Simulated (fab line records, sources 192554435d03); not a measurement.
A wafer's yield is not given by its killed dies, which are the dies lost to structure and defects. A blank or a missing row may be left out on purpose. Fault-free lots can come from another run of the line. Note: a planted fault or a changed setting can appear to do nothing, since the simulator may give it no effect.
Chamber matching ; flow n5-finfet ; N5_BEOL_M10_DESCUM_16 on rie-diel-01: 4 sister chambers
The step chemistry O2, time 7.9 s. 20 wafers are shown with their chamber, then 10 later ones without.

## WAFERS, EACH WITH ITS CHAMBER
wafer;chamber;throttle-valve-pct (%);showerhead-plenum-p-Torr (Torr);oes-product-au (a.u.)
L074.3;2;20.62;2.07;0.67
L074.5;3;20.54;2.08;0.71
L074.6;2;20.64;2.07;0.67
L076.4;2;20.63;2.07;0.67
L076.5;3;20.58;2.08;0.71
L076.6;2;20.64;2.07;0.67
L077.2;1;21.11;1.99;0.69
L077.5;2;20.63;2.07;0.67
L077.6;3;20.55;2.08;0.71
L078.3;2;20.64;2.07;0.67
L078.4;3;20.59;2.08;0.70
L078.6;0;20.38;2.15;0.70
L080.2;1;21.11;1.99;0.68
L080.5;0;20.38;2.14;0.70
L080.6;3;20.57;2.07;0.71
L083.3;2;20.64;2.07;0.66
L083.5;3;20.59;2.07;0.70
L083.6;0;20.38;2.14;0.71
L081.1;2;20.67;2.06;0.65
L081.4;0;20.40;2.14;0.69

SIGNATURES (averages over the wafers above)
reading;chamber 0;chamber 1;chamber 2;chamber 3;scatter within a chamber
throttle-valve-pct;20.3850;21.1100;20.6388;20.5700;0.0158
showerhead-plenum-p-Torr;2.1425;1.9900;2.0687;2.0767;0.0043
oes-product-au;0.7000;0.6850;0.6663;0.7067;0.00694
Rule: for each reading, subtract the chamber's mean from the wafer's reading, divide by that reading's scatter and square the result; add these up over the readings and take the root, which gives the wafer's distance from the chamber. If the next closest chamber is less than 2 further off than the closest, the wafer can't be placed; otherwise it belongs to the closest. The scatter: take each reading less its chamber's mean, square it, sum over the shown wafers, divide by the number of wafers less the number of chambers, and take the root.

## WAFERS WITH NO CHAMBER GIVEN
wafer;throttle-valve-pct (%);showerhead-plenum-p-Torr (Torr);oes-product-au (a.u.)
L081.5;20.59;2.07;0.70
L089.2;20.79;2.25;0.93
L089.5;20.20;2.06;0.95
L089.6;20.77;2.25;0.93
L090.1;20.23;2.06;0.93
L090.3;20.43;2.13;0.69
L090.4;20.80;2.25;0.92
L093.1;20.22;2.06;0.92
L093.2;20.79;2.25;0.92
L093.4;20.22;2.06;0.92

## EACH ONE'S CHAMBER
wafer;from the rows above;in truth
L081.5;3;3
L089.2;0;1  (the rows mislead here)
L089.5;can't be placed: 3 or 0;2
L089.6;0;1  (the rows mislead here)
L090.1;can't be placed: 3 or 0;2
L090.3;0;0
L090.4;0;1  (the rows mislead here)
L093.1;can't be placed: 3 or 0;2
L093.2;0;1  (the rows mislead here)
L093.4;can't be placed: 3 or 0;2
Correctly placed: 2 of 10. Unplaceable from these rows: 4, with the true chamber sitting among the candidates in 0. 4 placed wrongly.
